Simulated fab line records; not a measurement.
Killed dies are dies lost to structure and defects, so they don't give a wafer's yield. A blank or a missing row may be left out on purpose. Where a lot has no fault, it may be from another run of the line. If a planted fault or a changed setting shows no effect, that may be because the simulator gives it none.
Matching of chambers + flow n5-finfet + rie-diel-02 running N5_HKMG_FIN_STRIP_92: 4 sister chambers
The step strips SOC in N2/H2, time 20 s. 4 wafers are shown with their chamber, then 10 later ones without.

== WAFERS WITH THEIR CHAMBER ==
| wafer  | chamber | showerhead-plenum-p-Torr (Torr) |
|--------|---------|---------------------------------|
| L088.5 | 3       | 3.23                            |
| L090.6 | 0       | 3.21                            |
| L092.1 | 1       | 3.48                            |
| L092.2 | 2       | 3.53                            |

== WAFERS WITHOUT THEIR CHAMBER ==
| wafer  | showerhead-plenum-p-Torr (Torr) |
|--------|---------------------------------|
| L092.3 | 3.23                            |
| L092.4 | 3.21                            |
| L092.5 | 3.48                            |
| L092.6 | 3.53                            |
| L093.1 | 3.53                            |
| L093.4 | 3.21                            |
| L093.5 | 3.21                            |
| L095.4 | 3.53                            |
| L095.5 | 3.22                            |
| L095.6 | 3.53                            |

== WHICH CHAMBER EACH WENT THROUGH ==
| wafer  | from the rows above     | in truth |
|--------|-------------------------|----------|
| L092.3 | 3                       | 3        |
| L092.4 | 0                       | 0        |
| L092.5 | 1                       | 1        |
| L092.6 | 2                       | 2        |
| L093.1 | 2                       | 2        |
| L093.4 | 0                       | 0        |
| L093.5 | 0                       | 0        |
| L095.4 | 2                       | 2        |
| L095.5 | can't be placed: 3 or 0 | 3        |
| L095.6 | 2                       | 2        |
Correctly placed: 9 of 10. These rows do not allow placing 1 (true chamber among the candidates in 1). Wrongly placed: 0.
How it was worked out, from the rows above alone: a wafer's distance from a chamber is the root of the sum, over the readings, of the square of ((its reading less the chamber's mean) divided by the reading's scatter). The wafer belongs to the nearest chamber; if the next one is less than 2 further off, it can't be placed. Each chamber's mean is taken over the wafers shown for it. The scatter: with one shown wafer a chamber, the root of the mean of the squares of how far each hidden wafer lies from its nearest shown one.
